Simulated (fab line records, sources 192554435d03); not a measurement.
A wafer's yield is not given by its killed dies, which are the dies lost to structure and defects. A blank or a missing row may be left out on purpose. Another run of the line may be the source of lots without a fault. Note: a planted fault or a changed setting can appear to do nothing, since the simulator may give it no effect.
What tool caused it? + flow n5Finfet + at 1 step of a route of 1938, 21 lots with 63 wafers sampled

## WHAT THE GAUGES SHOWED, per wafer
N5_DUMMY_REMOVAL_INSPECT_06: inspects for defects (brightfield).
| lot  | measured     | on               | rawDefectCount |
|------|--------------|------------------|----------------|
| L075 | day 4 14:01  | defectInspect-01 | 4 12 8         |
| L076 | day 4 14:37  | defectInspect-01 | 5 11 12        |
| L077 | day 4 16:54  | defectInspect-02 | 26 18 21       |
| L078 | day 5 06:59  | defectInspect-02 | 12 15 7        |
| L079 | day 5 13:56  | defectInspect-01 | 20 11 11       |
| L080 | day 5 17:38  | defectInspect-02 | 6 10 14        |
| L083 | day 6 09:56  | defectInspect-02 | 14 7 8         |
| L081 | day 6 12:03  | defectInspect-01 | 6 18 13        |
| L084 | day 6 13:34  | defectInspect-02 | 8 5 10         |
| L085 | day 7 00:04  | defectInspect-01 | 34 23 9        |
| L086 | day 7 00:15  | defectInspect-01 | 9 16 8         |
| L087 | day 7 08:02  | defectInspect-01 | 9 4 5          |
| L088 | day 7 10:52  | defectInspect-02 | 15 9 4         |
| L089 | day 7 18:19  | defectInspect-02 | 9 8 20         |
| L090 | day 8 00:51  | defectInspect-01 | 14 10 17       |
| L091 | day 8 05:57  | defectInspect-02 | 12 4 13        |
| L093 | day 8 23:46  | defectInspect-01 | 5 6 5          |
| L094 | day 9 03:44  | defectInspect-01 | 5 3 4          |
| L095 | day 9 07:25  | defectInspect-01 | 13 15 27       |
| L096 | day 9 15:40  | defectInspect-01 | 7 16 10        |
| L097 | day 10 00:04 | defectInspect-01 | 8 9 16         |

## EACH LOT AND THE TOOL THAT RAN IT (in order: tool; ch and the chambers of the sampled wafers; start)
The record shows no process step preceding these readings.

## AS READ BY THE TOOLS THEMSELVES (means over the sampled wafers that have a number; for cases with no such wafer, the mark the record gives instead)
The record holds no such reading with a usual standard deviation.

## THE ANSWER, worked out from the rows above alone
Rule: the lots themselves supply what counts as usual. The widest of any qualifying gaps counts: lots, ordered by their means at a reading, are off when they make up no more than a third of the lots, leave a main group of 4 or more, and stand apart from it by 3 or more times the standard deviation of that group's means. If all means in a main group match to the digits the tables above print for the reading, that group is not used. A lot without any number at a reading at which 4 lots or more have one is off too. The other lots that the step has rows for count as sound. After the gauges, taken in route order, come the tools' own readings; for these a lot's mean is taken, as printed above. The first step at which some lot is off is used, and at that step the reading that is off furthest; a lot without a number counts as furthest.
No lot is off on any of the readings shown, so nothing can be concluded from this.

## WHAT THE SIMULATOR PUT IN
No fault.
